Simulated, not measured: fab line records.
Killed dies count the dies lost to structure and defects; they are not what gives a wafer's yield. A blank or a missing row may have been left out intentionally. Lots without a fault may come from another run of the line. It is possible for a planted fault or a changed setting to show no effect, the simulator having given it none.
Matching of chambers || flow n5_finfet || N5_BEOL_M0_SAQP_HM_OPEN_112 on rie_diel-06 has 4 sister chambers
The step chemistry CHF3/O2, target SiO2, stops on a-Si, target depth 12 nm, time 13.5 s. 4 wafers are shown with their chamber, then 8 later ones without.

WAFERS, EACH WITH ITS CHAMBER
{"wafer": "L078.4", "chamber": 1, "drypump_motor_current_A (A)": 6.5}
{"wafer": "L087.2", "chamber": 2, "drypump_motor_current_A (A)": 6.1}
{"wafer": "L088.6", "chamber": 0, "drypump_motor_current_A (A)": 5.3}
{"wafer": "L089.2", "chamber": 3, "drypump_motor_current_A (A)": 6.0}

WAFERS WITHOUT THEIR CHAMBER
{"wafer": "L089.3", "drypump_motor_current_A (A)": 5.2}
{"wafer": "L089.6", "drypump_motor_current_A (A)": 5.3}
{"wafer": "L091.1", "drypump_motor_current_A (A)": 5.2}
{"wafer": "L091.2", "drypump_motor_current_A (A)": 6.5}
{"wafer": "L091.6", "drypump_motor_current_A (A)": 5.3}
{"wafer": "L096.2", "drypump_motor_current_A (A)": 6.0}
{"wafer": "L096.4", "drypump_motor_current_A (A)": 5.2}
{"wafer": "L096.5", "drypump_motor_current_A (A)": 6.0}

CHAMBER TAKEN BY EACH
{"wafer": "L089.3", "from the rows above": 0, "in truth": 0}
{"wafer": "L089.6", "from the rows above": 0, "in truth": 0}
{"wafer": "L091.1", "from the rows above": 0, "in truth": 0}
{"wafer": "L091.2", "from the rows above": 1, "in truth": 1}
{"wafer": "L091.6", "from the rows above": 0, "in truth": 0}
{"wafer": "L096.2", "from the rows above": "can't be placed: 3 or 2", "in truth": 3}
{"wafer": "L096.4", "from the rows above": 0, "in truth": 0}
{"wafer": "L096.5", "from the rows above": "can't be placed: 3 or 2", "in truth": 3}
6 of 8 placed correctly. These rows do not allow placing 2 (true chamber among the candidates in 2). Number placed wrongly: 0.
How it was worked out, from the rows above alone: a wafer's distance from a chamber is the root of the sum, over the readings, of the square of ((its reading less the chamber's mean) divided by the reading's scatter). The wafer belongs to the nearest chamber; if the next one is less than 2 further off, it can't be placed. Each chamber's mean is taken over the wafers shown for it. The scatter: root of mean squared gap, hidden wafer to nearest shown wafer, with one shown wafer a chamber.
